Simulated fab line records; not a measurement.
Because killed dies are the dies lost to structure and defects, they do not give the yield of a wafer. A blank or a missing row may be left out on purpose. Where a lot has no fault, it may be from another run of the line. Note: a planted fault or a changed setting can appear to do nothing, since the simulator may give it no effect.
Chamber matching	flow n5-finfet	N5_DUMMY_GATE_ETCH_31 on rie-diel-02: 4 sister chambers
The step etches SiO2 in C4F6/O2, target depth 82.5 nm, time 27.5 s. 7 wafers are shown with their chamber, then 7 later ones without.

== WAFERS WITH THEIR CHAMBER ==
wafer	chamber	drypump-motor-current-A (A)	throttle-valve-pct (%)
L080.4	0	6.1	20.69
L086.6	3	4.9	21.30
L090.2	3	4.9	21.32
L090.3	2	5.0	21.19
L090.6	1	5.8	21.63
L091.1	1	5.8	21.63
L091.2	2	5.1	21.21

== WAFERS MISSING THEIR CHAMBER ==
wafer	drypump-motor-current-A (A)	throttle-valve-pct (%)
L091.3	6.1	20.73
L094.1	5.0	21.21
L094.3	4.9	21.30
L094.4	6.1	20.73
L095.2	6.1	20.74
L095.4	5.1	21.21
L095.5	5.1	21.22

== EACH ONE'S CHAMBER ==
wafer	from the rows above	in truth
L091.3	0	0
L094.1	2	2
L094.3	3	3
L094.4	0	0
L095.2	0	0
L095.4	2	2
L095.5	2	2
Correct placement for 7 of the 7. Not placeable from these rows: 0. 0 placed wrongly.
How it was worked out, from the rows above alone: a wafer's distance from a chamber is the root of the sum, over the readings, of the square of ((its reading less the chamber's mean) divided by the reading's scatter). The wafer belongs to the nearest chamber; if the next one is less than 2 further off, it can't be placed. The mean given for a chamber averages the wafers shown for that chamber. The scatter is the square root of a quotient: the sum, over the shown wafers, of each reading's squared deviation from its chamber's mean, divided by wafers minus chambers.
